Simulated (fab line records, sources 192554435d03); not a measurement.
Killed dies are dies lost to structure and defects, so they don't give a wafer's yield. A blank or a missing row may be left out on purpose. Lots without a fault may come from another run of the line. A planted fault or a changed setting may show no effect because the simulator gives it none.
fab line records | flow n5_finfet
record lots=6 wafers=16 last_day=19
route steps=1938 shown BEOL_M0@731 BEOL_M4@1111
lots that met no fault: from a run of the same line without faults
start_h: hours from the record's first day to the start of the lot's first wafer shown | wait_h: hours since the lot's step before | " the same as in the row above | L1.1+2: a row that stands for several wafers | - no value, or no start given | * or withheld: withheld | < > ~ a bound
route shown NAME@n: a module of which the file shows steps, and the number in the route of the first | usual: mean/standard deviation of fault-free wafers | same: alike in all rows | chamber/n: place in a boat | sites: the reading at each site | _std_site: their standard deviation | _edge_site: outer sites' mean less inner sites' | radius_mm: how far each site lies from the wafer's centre | mask NAME#n: copy n | behind: the tool/chamber that last shaped the wafer | hold: why the lot was held/for how many hours/how that ended | device: the transistor (n, p or np) that didn't switch | end of line: the same wafers' tests at the end of the route | a step without rows: its recipe alone | killed: dies lost to structure and defects at the first sort, not the wafer's yield | map: a wafer's dies, x killed, . not, _ none there
set.NAME: the setting as run; set.NAME@STEP: as run at that earlier step | model.NAME: the simulator's own value behind a step, which no gauge read
lots at some steps of the route; a table a step, a row a wafer
services: from which hour (start_h, from the record's first day; less than 0 if before it) a tool's chamber was out of use, for how many hours, and why
## steps
# step N5_BEOL_M0_ALD_136
# recipe material=TaN target_thk_a=* temp_c=275 ald_precursor_family=PDMAT ald_co_reactant=NH3 pressure_torr=3 carrier_flow_sccm=1500 pulse_time_s=2 purge_time_s=3 co_reactant_purge_time_s=2 co_reactant_pulse_time_s=3 ald_cycles=30 precursor_vessel_temp_c=75 precursor_vessel_pressure_torr=26.25 precursor_vessel_carrier_sccm=1000
# usual heater_power_w=413/43 susceptor_temp_C=275.01/0.18
# same co_reactant_pulse_time_s=3
# columns lot.wafer tool chamber start_h wait_h heater_power_w susceptor_temp_C
L210.2 ald_metal-04 1 128.76 0.0 450 275.08
L210.3 " 2 " " 436 274.88
L210.6 " 2 " " 445 274.97
L213.1 ald_metal-03 0 139.62 0.2 376 274.92
L213.4 " 1 " " 395 274.96
L219.4 ald_metal-03 3 181.83 0.1 427 275.05
L219.6 " 3 " " 424 275.08
L225.2 ald_metal-03 3 210.05 0.1 418 275.13
L225.3 " 2 " " 453 274.88
L225.6 " 0 " " 384 275.10
L227.2 ald_metal-04 0 221.59 0.0 453 275.10
L227.4 " 3 " " 438 274.87
L227.6 " 2 " " 440 274.87
L232.1 ald_metal-01 2 252.55 0.1 475 274.81
L232.3 " 1 " " 401 274.75
L232.5 " 3 " " 337 274.93
# step N5_BEOL_M0_SURFACE_TREAT_137
# recipe gas=Ar time_s=* ion_energy_ev=* ion_current_ma_cm2=0.5 pressure_mtorr=* ar_flow_sccm=30
# step N5_BEOL_M0_CVD_115
# recipe material=Co target_thk_a=* temp_c=withheld precursor=CCTBA/H2 pressure_torr=30 time_s=120
# step N5_BEOL_M0_SPUTTER_116
# recipe material=Cu target_thk_a=40 temp_c=-20 chamber_pressure_pa=0.07 power_w=withheld time_s=7.37
# step N5_BEOL_M0_ANNEAL_117
# recipe temp_c=400 time_s=60 ambient=vacuum
# usual heater_power_w=817/82 susceptor_temp_C=400.01/0.24
# columns lot.wafer tool chamber start_h wait_h heater_power_w susceptor_temp_C
L210.2 pvd_sputter-02 - 129.40 0.0 989 399.76
L210.3 " - " " 899 399.69
L210.6 " - " " 1002 399.83
L213.1 pvd_sputter-01 - 140.54 0.0 741 399.98
L213.4 " - " " 788 400.49
L219.4 pvd_sputter-02 - 182.48 0.0 738 399.98
L219.6 " - " " 814 399.67
L225.2 pvd_sputter-01 - 210.69 0.0 907 400.20
L225.3 " - " " 819 399.97
L225.6 " - " " 785 399.69
L227.2 pvd_sputter-02 - 222.37 0.0 900 400.03
L227.4 " - " " 1015 399.87
L227.6 " - " " 742 400.04
L232.1 pvd_sputter-02 - 253.13 0.0 744 399.83
L232.3 " - " " 908 400.18
L232.5 " - " " 793 399.92
# step N5_BEOL_M0_SPUTTER_132
# recipe material=Cu target_thk_a=40 temp_c=-20 chamber_pressure_pa=0.07 power_w=withheld time_s=7.37
# usual chamber_pressure_pa=0.07002/0.00015 chuck_sensor_temp_C=-16.2/0.72 susceptor_temp_C=-20.00/0.098 throttle_valve_pct=30.1/1.1
# columns lot.wafer tool chamber start_h wait_h chamber_pressure_pa chuck_sensor_temp_C susceptor_temp_C throttle_valve_pct
L210.2 pvd_sputter-02 - 129.44 0.0 0.07015 -15.3 -19.90 31.4
L210.3 " - " " 0.07004 -15.5 -19.89 28.8
L210.6 " - " " 0.07001 -15.2 -20.03 31.5
L213.1 pvd_sputter-01 - 140.58 0.0 0.07001 -16.4 -19.95 30.1
L213.4 " - " " 0.07006 -16.7 -20.15 30.6
L219.4 pvd_sputter-02 - 182.52 0.0 0.07004 -15.4 -20.20 29.2
L219.6 " - " " 0.07009 -16.7 -19.85 31.6
L225.2 pvd_sputter-01 - 210.73 0.0 0.07001 -17.4 -20.16 29.1
L225.3 " - " " 0.07009 -17.0 -20.12 27.6
L225.6 " - " " 0.06989 -16.7 -20.14 30.7
L227.2 pvd_sputter-02 - 222.41 0.0 0.07008 -15.4 -19.78 28.9
L227.4 " - " " 0.07004 -15.0 -20.00 31.5
L227.6 " - " " 0.06979 -15.6 -20.00 29.3
L232.1 pvd_sputter-02 - 253.17 0.0 0.07008 -15.7 -20.19 29.2
L232.3 " - " " 0.07014 -15.4 -19.92 29.1
L232.5 " - " " 0.07007 -16.7 -19.89 31.6
# step N5_BEOL_M0_ANNEAL_133
# recipe temp_c=400 time_s=60 ambient=vacuum
# usual heater_power_w=819/82 susceptor_temp_C=399.99/0.2
# columns lot.wafer tool chamber start_h wait_h heater_power_w susceptor_temp_C
L210.2 pvd_sputter-02 - 129.52 0.0 994 400.36
L210.3 " - " " 927 400.14
L210.6 " - " " 962 400.27
L213.1 pvd_sputter-01 - 140.66 0.0 710 399.96
L213.4 " - " " 804 399.86
L219.4 pvd_sputter-02 - 182.60 0.0 747 400.17
L219.6 " - " " 807 400.22
L225.2 pvd_sputter-01 - 210.81 0.0 902 400.32
L225.3 " - " " 818 399.98
L225.6 " - " " 786 400.06
L227.2 pvd_sputter-02 - 222.49 0.0 903 399.91
L227.4 " - " " 991 400.08
L227.6 " - " " 749 400.20
L232.1 pvd_sputter-02 - 253.25 0.0 759 399.91
L232.3 " - " " 905 399.63
L232.5 " - " " 817 399.56
# step N5_BEOL_M0_SPUTTER_134
# recipe material=Cu target_thk_a=40 temp_c=-20 chamber_pressure_pa=0.07 power_w=withheld time_s=7.37
# step N5_BEOL_M0_ANNEAL_135
# recipe temp_c=400 time_s=60 ambient=vacuum
# step N5_BEOL_M0_SPUTTER_141
# recipe material=Cu target_thk_a=40 temp_c=-20 chamber_pressure_pa=0.07 power_w=withheld time_s=7.37
# usual chamber_pressure_pa=0.06998/0.00014 chuck_sensor_temp_C=-16.2/0.71 susceptor_temp_C=-20.00/0.11 throttle_valve_pct=30.2/1.1
# columns lot.wafer tool chamber start_h wait_h chamber_pressure_pa chuck_sensor_temp_C susceptor_temp_C throttle_valve_pct
L210.2 pvd_sputter-02 - 129.68 0.0 0.06975 -15.3 -19.98 31.2
L210.3 " - " " 0.06996 -15.7 -19.90 29.0
L210.6 " - " " 0.06971 -15.3 -19.96 31.4
L213.1 pvd_sputter-01 - 140.82 0.0 0.06985 -16.5 -19.82 30.3
L213.4 " - " " 0.07002 -16.8 -19.91 30.8
L219.4 pvd_sputter-02 - 182.76 0.0 0.07008 -15.5 -20.07 29.4
L219.6 " - " " 0.06999 -16.8 -20.35 31.5
L225.2 pvd_sputter-01 - 210.97 0.0 0.06985 -17.3 -19.84 29.0
L225.3 " - " " 0.06987 -17.1 -20.11 27.6
L225.6 " - " " 0.07007 -16.7 -20.00 30.5
L227.2 pvd_sputter-02 - 222.65 0.0 0.07014 -15.5 -19.96 28.9
L227.4 " - " " 0.07003 -15.2 -20.22 31.4
L227.6 " - " " 0.07022 -15.5 -19.99 29.4
L232.1 pvd_sputter-02 - 253.41 0.0 0.07004 -15.6 -20.10 29.3
L232.3 " - " " 0.06982 -15.4 -19.96 29.0
L232.5 " - " " 0.06988 -16.7 -20.31 31.8
# step N5_BEOL_M0_ECD_118
# recipe material=Cu target_thk_a=3000
# step N5_BEOL_M0_ANNEAL_119
# recipe temp_c=225 time_s=90 ambient=N2
# step N5_BEOL_M0_CMP_120
# recipe stop_on=SiOC t_overpolish_s=6.9 down_force_psi=1 platen_rpm=50 clearing_platen_down_force_psi=1.5 clearing_platen_rpm=50 post_cmp_clean=cu_alkaline clearing_platen_pad_velocity_m_s=0.99484 pad_velocity_m_s=0.99484
# usual barrier_field_endpoint_s=3.61/0.094 motor_current_A=6.0/0.49 overpolish_run_s=6.900/0.0096 slurry_flow_ml_min=150.0/0.46 time_to_endpoint_s=62.5/2.4
# same t_overpolish_s=6.9
# columns lot.wafer tool chamber start_h wait_h barrier_field_endpoint_s motor_current_A overpolish_run_s slurry_flow_ml_min time_to_endpoint_s model.SiOC_of_BEOL_M0_SAQP_ILD_DEP_01.thk_nm
L210.3 cmp-02 1 130.18 0.2 3.67 5.6 6.907 150.0 59.2 38.8
L210.2 " 0 " " 3.64 5.6 6.898 149.0 61.0 38.8
L210.6 " 2 " " 3.69 6.8 6.896 150.1 62.4 39.2
L213.1 cmp-03 2 142.34 0.3 2.04 6.5 6.914 149.8 33.3 36.8
L213.4 " 0 " " 1.95 6.3 6.882 150.2 33.1 37.4
L219.4 cmp-03 2 183.43 0.2 2.06 6.4 6.891 150.2 35.6 36.8
L219.6 " 2 " " 3.64 6.6 6.921 149.0 63.8 39.2
L225.3 cmp-01 2 212.26 0.3 3.78 5.9 6.888 149.7 63.6 39.4
L225.2 " 3 " " 3.63 5.2 6.897 149.6 65.6 38.8
L225.6 " 0 " " 3.67 5.8 6.910 149.4 63.3 40.2
L227.4 cmp-02 3 223.20 0.2 3.63 6.2 6.879 150.0 63.5 39.6
L227.2 " 0 " " 3.53 5.7 6.887 149.8 59.7 39.4
L227.6 " 3 " " 3.78 6.0 6.896 150.3 58.7 40.2
L232.1 cmp-03 1 253.98 0.3 3.65 6.5 6.898 150.5 61.2 39.2
L232.3 " 2 " " 3.69 6.5 6.895 150.4 60.8 39.6
L232.5 " 3 " " 3.77 5.8 6.907 150.2 61.6 39.8
# step N5_BEOL_M4_RC_MEAS_101
# usual DIBL_N=35.9/1.3 DIBL_P=35.9/1.5 IOFF_N=0.152/0.023 IOFF_P=0.204/0.027 ION_N=673/9.2 ION_P=462/6.7 SS_N=71.4/0.48 SS_P=73.2/0.55 VT_N=250.3/2.6 VT_P=-250.6/3
# columns lot.wafer tool chamber start_h wait_h DIBL_N[mV/V] DIBL_P[mV/V] IOFF_N[nA/um] IOFF_P[nA/um] ION_N[uA/um] ION_P[uA/um] SS_N[mV/dec] SS_P[mV/dec] VT_N[mV] VT_P[mV]
L210.2 prober-01 0 186.90 0.2 36.3 36.8 0.184 0.213 683 467 71.4 73.1 248.1 -252.1
L210.3 " 0 " " 36.2 37.6 0.185 0.225 687 459 70.6 73.6 247.5 -253.5
L210.6 " 0 " " 36.2 37.2 0.184 0.215 670 458 71.2 73.9 245.4 -253.0
L213.1 prober-01 0 213.05 0.0 35.6 35.9 0.123 0.171 667 460 70.5 73.1 254.2 -253.6
L213.4 " 0 " " 35.9 36.0 0.131 0.174 670 456 70.7 73.5 253.7 -253.1
L219.4 prober-02 0 248.42 0.8 36.9 36.7 0.181 0.212 683 466 71.5 73.0 246.0 -252.6
L219.6 " 0 " " 38.6 38.7 0.214 0.243 680 460 71.8 73.5 245.5 -249.2
L225.2 prober-02 0 276.80 0.2 36.6 36.6 0.162 0.221 684 465 71.2 73.7 247.5 -249.8
L225.3 " 0 " " 38.8 39.8 0.213 0.275 675 467 72.0 73.3 245.3 -248.3
L225.6 " 0 " " 35.9 35.9 0.141 0.203 673 461 71.3 72.8 250.7 -249.1
L227.2 prober-02 0 302.38 0.2 35.0 37.0 0.149 0.214 677 462 71.4 72.4 249.3 -249.2
L227.4 " 0 " " 36.0 37.6 0.170 0.232 686 473 71.8 73.5 249.0 -245.5
L227.6 " 0 " " 35.0 36.6 0.145 0.206 670 468 72.1 73.3 251.0 -251.0
L232.1 prober-02 0 334.64 0.0 37.9 37.5 0.177 0.282 669 468 72.8 72.9 250.0 -243.7
L232.3 " 0 " " 34.3 32.7 0.112 0.196 658 464 71.4 71.8 255.1 -245.7
L232.5 " 0 " " 36.2 35.5 0.143 0.233 660 462 71.5 72.5 252.8 -244.6
## services
# columns tool chamber start_h hours kind
cmp-01 - 122.00 5.7 pm
ald_metal-01 - 131.81 8.7 pm
ald_metal-04 2 135.23 2.3 repair
cmp-02 - 139.93 1.2 repair
ald_metal-04 0 142.61 23.8 repair
cmp-02 - 149.79 7.9 repair
cmp-03 - 156.16 4.0 pm
cmp-03 - 160.16 - consumable_replace:conditioner
cmp-03 - 160.16 - consumable_replace:pad
ald_metal-03 - 163.31 12.9 repair
cmp-02 - 182.65 1.8 repair
ald_metal-04 - 182.90 2.8 pm
cmp-01 - 195.17 1.2 repair
cmp-02 - 197.24 7.9 pm
cmp-03 - 209.79 0.4 repair
ald_metal-01 - 221.14 25.1 repair
cmp-02 - 227.28 4.0 pm
cmp-02 - 231.28 - consumable_replace:conditioner
cmp-02 - 231.28 - consumable_replace:pad
cmp-01 - 237.79 4.0 pm
cmp-01 - 241.79 - consumable_replace:conditioner
ald_metal-03 3 242.68 10.8 repair
ald_metal-03 0 245.07 17.8 repair
cmp-02 - 248.20 7.1 repair
## key
first_sign step=N5_BEOL_M0_CMP_120 reading=barrier_field_endpoint_s direction=down sigmas=17 usual=3.61 struck=2.02
effect step=N5_BEOL_M0_CMP_120 reading=time_to_endpoint_s direction=down sigmas=12 usual=* struck=*
model_effect step=N5_BEOL_M0_CMP_120 value=SiOC_of_BEOL_M0_SAQP_ILD_DEP_01.thk_nm without=39.4 struck=37
met_at N5_BEOL_M0_CMP_120
struck_wafers L213.1,L213.4,L219.4
fault kind=process_parameter_drift tool=cmp-03 chamber=- onset_h=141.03 steps=N5_BEOL_M0_CMP_120 channel=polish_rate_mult offset=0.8 shape=step end_h=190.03 scope=struck_wafers_only
